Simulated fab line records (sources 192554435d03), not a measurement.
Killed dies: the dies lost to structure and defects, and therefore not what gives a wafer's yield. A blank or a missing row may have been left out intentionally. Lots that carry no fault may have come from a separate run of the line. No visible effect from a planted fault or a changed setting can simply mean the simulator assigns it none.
Split-lot study | flow n5_finfet | 7 lots, 39 wafers read, on a route of 1938 steps

THE SPLIT
At N5_ZERO_LAYER_PECVD_02 (deposits SiO2 from SiH4/N2O, target thk 10 nm, time 6 s), the setting time_s was moved away from the recipe's 6 s on 12 of the 39 wafers read, by -49.4% to +40.0%. All remaining wafers had this setting at the recipe value.

The reading comes from the split's own step.

THE READING
SiO2_of_ZERO_LAYER_PECVD_02.thk_nm (the simulator's own value, which no gauge read), in nm, at N5_ZERO_LAYER_PECVD_02 (deposits SiO2 from SiH4/N2O, target thk 10 nm, time 6 s). The file gives no usual value for it. The 27 wafers here that ran the recipe average 9.888 nm, standard deviation 0.25 nm.

wafer  | tool, chamber at the split | time_s as run, s | against the recipe | SiO2_of_ZERO_LAYER_PECVD_02.thk_nm, nm | against lot-mates on the recipe
L075.1 | pecvd-04, 0                | 7.891            | +31.5%             | 13.23                                  | +3.275
L075.2 | pecvd-04, 2                | 6                | recipe             | 9.776                                  | -
L075.3 | pecvd-04, 1                | 7.891            | +31.5%             | 13.13                                  | +3.175
L075.4 | pecvd-04, 1                | 7.891            | +31.5%             | 13.3                                   | +3.345
L075.5 | pecvd-04, 2                | 6                | recipe             | 10.1                                   | -
L075.6 | pecvd-04, 0                | 6                | recipe             | 9.99                                   | -
L077.1 | pecvd-01, 2                | 6                | recipe             | 9.617                                  | -
L077.2 | pecvd-01, 1                | 3.038            | -49.4%             | 4.964                                  | -4.788
L077.3 | pecvd-01, 0                | 6                | recipe             | 9.628                                  | -
L077.4 | pecvd-01, 1                | 6                | recipe             | 10.01                                  | -
L077.5 | pecvd-01, 0                | 3.038            | -49.4%             | 4.855                                  | -4.897
L077.6 | pecvd-01, 2                | 3.038            | -49.4%             | 4.862                                  | -4.890
L078.1 | pecvd-04, 0                | 6                | recipe             | 9.779                                  | -
L078.2 | pecvd-04, 1                | 3.201            | -46.7%             | 5.391                                  | -4.609
L078.3 | pecvd-04, 0                | 3.201            | -46.7%             | 5.526                                  | -4.474
L078.4 | pecvd-04, 1                | 6                | recipe             | 10.12                                  | -
L078.5 | pecvd-04, 1                | 6                | recipe             | 10.1                                   | -
L078.6 | pecvd-04, 0                | 3.201            | -46.7%             | 5.384                                  | -4.616
L079.1 | pecvd-04, 1                | 6                | recipe             | 10.05                                  | -
L079.4 | pecvd-04, 1                | 6                | recipe             | 10.31                                  | -
L079.5 | pecvd-04, 0                | 6                | recipe             | 10.08                                  | -
L084.1 | pecvd-04, 2                | 6                | recipe             | 9.687                                  | -
L084.2 | pecvd-04, 0                | 6                | recipe             | 9.82                                   | -
L084.3 | pecvd-04, 1                | 6                | recipe             | 10.14                                  | -
L084.4 | pecvd-04, 2                | 6                | recipe             | 9.786                                  | -
L084.5 | pecvd-04, 1                | 6                | recipe             | 10.29                                  | -
L084.6 | pecvd-04, 0                | 6                | recipe             | 9.963                                  | -
L086.1 | pecvd-01, 2                | 6                | recipe             | 9.4                                    | -
L086.2 | pecvd-01, 1                | 6                | recipe             | 9.519                                  | -
L086.3 | pecvd-01, 0                | 6                | recipe             | 9.574                                  | -
L086.4 | pecvd-01, 2                | 6                | recipe             | 9.688                                  | -
L086.5 | pecvd-01, 0                | 6                | recipe             | 9.526                                  | -
L086.6 | pecvd-01, 1                | 6                | recipe             | 9.731                                  | -
L092.1 | pecvd-03, 1                | 8.402            | +40.0%             | 13.87                                  | +3.773
L092.2 | pecvd-03, 2                | 8.402            | +40.0%             | 14.07                                  | +3.973
L092.3 | pecvd-03, 0                | 6                | recipe             | 10.08                                  | -
L092.4 | pecvd-03, 2                | 6                | recipe             | 10.02                                  | -
L092.5 | pecvd-03, 1                | 6                | recipe             | 10.19                                  | -
L092.6 | pecvd-03, 0                | 8.402            | +40.0%             | 14.28                                  | +4.183

THE FIT
A straight line over all 39 wafers: SiO2_of_ZERO_LAYER_PECVD_02.thk_nm changes by +0.101 nm for each +1% of time_s; r = +1.00; the points scatter about the line by 0.24 nm.
The same after taking each lot's own level away (the mean of its wafers on the recipe; 39 wafers): +0.0992 nm for each +1%; r = +1.00; scatter 0.15 nm.
That fit puts the effect of the largest move of time_s on the reading at 4.9 nm.
From 9.5730 to 10.1467 nm: that is the span of the lots' own levels, equal to 2.3 times the standard deviation above.
Hence the lot-to-lot level has little effect on the slope; both slopes agree.
Check: for one of the wafers moved furthest among these (-49.4%), held out of the fit, the line's prediction against its lot-mates is -4.89 nm. It came out at -4.79 nm against them.

THE FILE'S OWN FIT
SiO2_of_ZERO_LAYER_PECVD_02.thk_nm changes by +0.0992 nm for each +1% of time_s, r = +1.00.
